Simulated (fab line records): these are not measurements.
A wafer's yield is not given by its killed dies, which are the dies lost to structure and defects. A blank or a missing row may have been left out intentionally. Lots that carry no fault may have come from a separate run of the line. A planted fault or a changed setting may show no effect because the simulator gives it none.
Tool commonality check + flow n5_finfet + Sample size 9 lots and 27 wafers

## WHY IT WAS OPENED
N5_BEOL_M4_RC_MEAS_101, reading VT_P_LVT: flagged on 2 of 9 lots. Wafers without a fault read -99.8 mV, standard deviation 2.3.
Rule: flag the lot when none of its wafers has a number, or when each of its wafers that has one lies beyond 4 standard deviations from that mean. As for the other lots, they are considered sound.

| lot  | measured     | on        | VT_P_LVT (mV), wafer by wafer | flag    |
|------|--------------|-----------|-------------------------------|---------|
| L779 | day 9 17:53  | prober-01 | -99.6 -104.4 -99.6            |         |
| L782 | day 10 23:08 | prober-02 | -97.9 -99.3 -99.7             |         |
| L784 | day 11 08:04 | prober-02 | -103.2 -104.1 -102.6          |         |
| L789 | day 12 12:49 | prober-02 | -138.0 -135.9 -136.6          | FLAGGED |
| L788 | day 12 13:01 | prober-01 | -133.1 -131.6 -131.3          | FLAGGED |
| L790 | day 12 22:44 | prober-02 | -96.8 -101.5 -100.5           |         |
| L798 | day 14 23:49 | prober-01 | -95.6 -94.4 -98.2             |         |
| L799 | day 15 02:43 | prober-01 | -101.2 -104.0 -104.1          |         |
| L800 | day 15 08:19 | prober-01 | -102.3 -99.5 -102.5           |         |
The numbers of the flagged lots are -134.4 mV on average: -34.6 mV against the usual, or -15 standard deviations.

## WHICH TOOL RAN EACH LOT
Before the reading, the record contains 3 process steps out of a 1938-step route. Read each cell as the tool, then ch plus the chambers that the sampled wafers visited, then the start.
| lot  | flag    | N5_MOL_CONTACT_COAG_ETCH_67        | N5_MOL_CONTACT_COAG_ANNEAL_112  | N5_BEOL_M0_SAQP_PECVD_03       |
|------|---------|------------------------------------|---------------------------------|--------------------------------|
| L779 |         | rie_diel-01 ch 2,3, day 5 06:52    | hp_anneal-01 ch 0, day 5 09:35  | pecvd-01 ch 0,1, day 5 14:36   |
| L782 |         | rie_diel-03 ch 0,1,2, day 5 23:25  | hp_anneal-01 ch 0, day 6 01:19  | pecvd-01 ch 1,2, day 6 05:37   |
| L784 |         | rie_diel-04 ch 0,1,3, day 6 14:56  | hp_anneal-01 ch 0, day 6 16:13  | pecvd-04 ch 0,1,2, day 6 20:15 |
| L789 | FLAGGED | rie_diel-04 ch 2,3, day 7 21:34    | hp_anneal-01, day 7 22:58       | pecvd-04 ch 0,1,2, day 8 03:58 |
| L788 | FLAGGED | rie_diel-01 ch 0,1,2, day 7 14:55  | hp_anneal-01, day 7 17:40       | pecvd-02 ch 0,1,2, day 7 22:49 |
| L790 |         | rie_diel-04 ch 2,3, day 8 09:47    | hp_anneal-01 ch 0, day 8 11:02  | pecvd-01 ch 0,1,2, day 8 15:17 |
| L798 |         | rie_diel-04 ch 0,1,2, day 10 02:34 | hp_anneal-01 ch 0, day 10 03:49 | pecvd-01 ch 0,1, day 10 07:50  |
| L799 |         | rie_diel-01 ch 1,2, day 10 07:44   | hp_anneal-01 ch 0, day 10 09:20 | pecvd-02 ch 1,2, day 10 15:16  |
| L800 |         | rie_diel-03 ch 2,3, day 10 13:02   | hp_anneal-01 ch 0, day 10 14:17 | pecvd-04 ch 0,1, day 10 18:27  |
What the steps here do:
- N5_MOL_CONTACT_COAG_ETCH_67: etches SOC in N2/H2, target depth 60 nm, overetch 21 nm, time 101.2 s.
- N5_MOL_CONTACT_COAG_ANNEAL_112: time 1800 s.
- N5_BEOL_M0_SAQP_PECVD_03: deposits SiCN from 3MS/NH3, target thk 12 nm, time 21.1 s.
- N5_BEOL_M4_RC_MEAS_101

## FLAGGED AGAINST TOTAL, ONE TOOL AT A TIME (gauges that did the reading follow at the end)
| step                           | tool         | lots run | flagged | share of the flagged lots | sound lots run after its first flagged lot |
|--------------------------------|--------------|----------|---------|---------------------------|--------------------------------------------|
| N5_MOL_CONTACT_COAG_ETCH_67    | rie_diel-01  | 3        | 1       | some                      | 1 (L799)                                   |
| N5_MOL_CONTACT_COAG_ETCH_67    | rie_diel-03  | 2        | 0       | none                      | -                                          |
| N5_MOL_CONTACT_COAG_ETCH_67    | rie_diel-04  | 4        | 1       | some                      | 2 (L790,L798)                              |
| N5_MOL_CONTACT_COAG_ANNEAL_112 | hp_anneal-01 | 9        | 2       | all                       | 4 (L790,L798,L799,L800)                    |
| N5_BEOL_M0_SAQP_PECVD_03       | pecvd-01     | 4        | 0       | none                      | -                                          |
| N5_BEOL_M0_SAQP_PECVD_03       | pecvd-02     | 2        | 1       | some                      | 1 (L799)                                   |
| N5_BEOL_M0_SAQP_PECVD_03       | pecvd-04     | 3        | 1       | some                      | 1 (L800)                                   |
| N5_BEOL_M4_RC_MEAS_101         | prober-01    | 5        | 1       | some                      | 3 (L798,L799,L800)                         |
| N5_BEOL_M4_RC_MEAS_101         | prober-02    | 4        | 1       | some                      | 1 (L790)                                   |

## WHAT THE TABLE ALLOWS
Rows of the table that ran each flagged lot: 1, that is hp_anneal-01 at N5_MOL_CONTACT_COAG_ANNEAL_112.
- hp_anneal-01 at N5_MOL_CONTACT_COAG_ANNEAL_112: 2 of its 9 lots flagged. Sound lots ran on it after the first flagged one (L790, L798, L799, L800), which a lasting fault on the whole tool wouldn't allow. On the flagged lots its readings are blank where sound lots have values: pressure_atm, spike_tc_bottom_C, spike_tc_top_C, wafer_temp_C_max and 1 more.
Every row of the table either missed a flagged lot or ran a sound lot after the first.

## WHAT THE SIMULATOR HAD PUT IN
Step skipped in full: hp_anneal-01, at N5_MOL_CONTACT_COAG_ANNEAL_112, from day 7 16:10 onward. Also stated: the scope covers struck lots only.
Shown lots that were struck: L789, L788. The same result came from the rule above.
